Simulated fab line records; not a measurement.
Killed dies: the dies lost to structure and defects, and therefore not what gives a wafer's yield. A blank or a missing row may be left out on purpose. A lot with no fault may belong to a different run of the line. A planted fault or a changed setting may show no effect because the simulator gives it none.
A lot that was struck, set against a sound lot :: flow n5-finfet :: 23 steps out of a route of 1938
Sound: the wafers L619.1, L619.3, L619.5. Wafers struck: L628.2, L628.5. At the end, the cause is stated.
Per side, at each step with rows, come the tool, then ch with its chambers, and then its first start. Under that, the readings that differ: sound wafers :: struck wafers :: difference of the means :: sigmas: that difference in standard deviations of wafers without a fault.
alike: readings whose means differ by less than 2 such deviations, and words and numbers that are the same on both sides. not compared: withheld readings, readings that some wafer has no value for, bounds like >300 that may hide the same value, and numbers for which the record gives no deviation and whose values overlap.
A row with sigmas, a row that says differs or no value, or rows on one side alone: a step with any of these is where the two part. When numbers do not overlap yet have no deviation, they are printed without sigmas and do not part them. A reading that every wafer of one side lacks parts them only if that side has two wafers or more.

first, 1 step without rows for these wafers: N5_ZERO_LAYER_HARDBAKE_23 (time 120 s).
N5_ZERO_LAYER_CD_MEAS_11: the cd target is 2000 nm.
  sound on cd-sem-02 ch 0, day 1 18:38; struck on cd-sem-01 ch 0, day 4 00:38
  alike: cd-nm
N5_ZERO_LAYER_DESCUM_16: chemistry O2, time 7.9 s.
  sound on rie-diel-01 ch 2,3, day 1 18:41; struck on rie-diel-02 ch 1,3, day 4 00:41
  alike: drypump-motor-current-A, oes-product-au, rf-vpp-V, showerhead-plenum-p-Torr, throttle-valve-pct
  not compared: rf-hours-counter-h
N5_ZERO_LAYER_ETCH_17: etches SiO2 in CF4, target depth 12 nm, time 13.3 s.
  sound on rie-diel-01 ch 2,3, day 1 18:43; struck on rie-diel-02 ch 1,3, day 4 00:43
  alike: bias-w, drypump-motor-current-A, oes-product-au, rf-vpp-V, showerhead-plenum-p-Torr, throttle-valve-pct
  not compared: rf-hours-counter-h
N5_ZERO_LAYER_ETCH_18: etches Si in HBr/Cl2, target depth 120 nm, time 40 s.
  sound on rie-si-05 ch 0,1, day 1 18:47; struck on rie-si-03 ch 0,3, day 4 00:47
  alike: HBr_flow_sccm, bias-w, drypump-motor-current-A, oes-product-au, throttle-valve-pct
  not compared: rf-hours-counter-h
N5_ZERO_LAYER_STRIP_24: strips in O2.
  sound on plasma-asher-02 ch 0,1, day 1 18:53; struck on plasma-asher-02 ch 0,1, day 4 00:53
  alike: drypump-motor-current-A, heater-power-w, oes-product-au, strip-time-to-endpoint-s
  not compared: rf-hours-counter-h
then, 1 step without rows for these wafers: N5_ZERO_LAYER_STRIP_19 (strips in SPM, time 900 s).
N5_ZERO_LAYER_INSPECT_20: inspects for defects (darkfield).
  struck on defect-inspect-02, day 4 01:16; sound on defect-inspect-02, day 1 19:17
  alike: raw-defect-count
then, 4 steps without rows for these wafers: N5_WELL_APT_HMDS_01 (time 60 s); N5_WELL_APT_COAT_02 (resist thk 950 nm); N5_WELL_APT_EBR_04; N5_WELL_APT_SOFTBAKE_03 (time 60 s).
N5_WELL_APT_EXPOSE_05: exposes mask NWELL, defocus 0 nm, target cd 200 nm.
  sound on krf-scanner-02 ch 0, day 1 19:25; struck on krf-scanner-01 ch 0, day 4 01:24
  alike: mask, stage-vel-mm-s
then, 3 steps without rows for these wafers: N5_WELL_APT_PEB_06 (peb time 90 s); N5_WELL_APT_DEVELOP_07 (develop time 45 s); N5_WELL_APT_HARDBAKE_12 (time 120 s).
N5_WELL_APT_CD_MEAS_08: the cd target is 200 nm.
  sound on cd-sem-03 ch 0, day 1 19:35; struck on cd-sem-01 ch 0, day 4 01:34
reading: cd-nm (nm)
sound: 199.9 199.2 197.9
struck: 194.0 191.7
difference: -6.2
sigmas: -3
N5_WELL_APT_OVL_MEAS_09:
  sound on overlay-01 ch 0, day 1 19:37; struck on overlay-02 ch 0, day 4 01:35
  alike: NWELL_OVL
N5_WELL_APT_INSPECT_10: inspects for defects (macro).
  struck on defect-inspect-02, day 4 01:37; sound on defect-inspect-02, day 1 19:38
  alike: raw-defect-count
N5_WELL_APT_DESCUM_13: chemistry O2, time 7.9 s.
  sound on rie-diel-05 ch 1,3, day 1 19:47; struck on rie-diel-06 ch 0,1, day 4 01:39
reading: model.WELL_APT.cd-nm (nm)
sound: 200.2 199.1 197.9
struck: 193.5 191.5
difference: -6.6
sigmas: 
  alike: drypump-motor-current-A, oes-product-au, rf-vpp-V, showerhead-plenum-p-Torr, throttle-valve-pct
  not compared: rf-hours-counter-h
following that, these wafers have no rows for 1 step: N5_WELL_APT_IMPLANT_14.
-- here the record skips 6 days between the struck wafers' starts before and after, leaving off in module WELL_APT and picking up in module BEOL_M4 (first step shown: number 1111 of the route) --
N5_BEOL_M4_RC_MEAS_101:
  sound on prober-02 ch 0, day 8 02:02; struck on prober-01 ch 0, day 10 09:02
  alike: DIBL_N, DIBL_P, IOFF_N, IOFF_P, ION_N, ION_P, SS_N, SS_P, VT_N, VT_P
-- here the record skips 4 days between the struck wafers' starts before and after, leaving off in module BEOL_M4 and picking up in module PASSIVATION (first step shown: number 1936 of the route) --
N5_PASSIVATION_PROBE_49:
  struck on prober-01, day 14 13:30; sound on prober-02, day 12 13:08
  alike: defect-limited-yield, killed_at_M0_to_M3, killed_at_M4_up, killed-at-contacts, killed-at-front-end, killed-at-other, killed-dies, killed-open, killed-short, sort_bin_5_function, sort_bin_6_memory, sort_bin_8_speed, sort-n-pass, sort-yield-pct

WHERE THEY PART
Only at N5_WELL_APT_CD_MEAS_08, as far as this record shows. Later steps at which nothing parts them and some readings are alike: N5_WELL_APT_OVL_MEAS_09, N5_WELL_APT_INSPECT_10, N5_WELL_APT_DESCUM_13, N5_BEOL_M4_RC_MEAS_101, N5_PASSIVATION_PROBE_49.

WHY: whatever the simulator had introduced
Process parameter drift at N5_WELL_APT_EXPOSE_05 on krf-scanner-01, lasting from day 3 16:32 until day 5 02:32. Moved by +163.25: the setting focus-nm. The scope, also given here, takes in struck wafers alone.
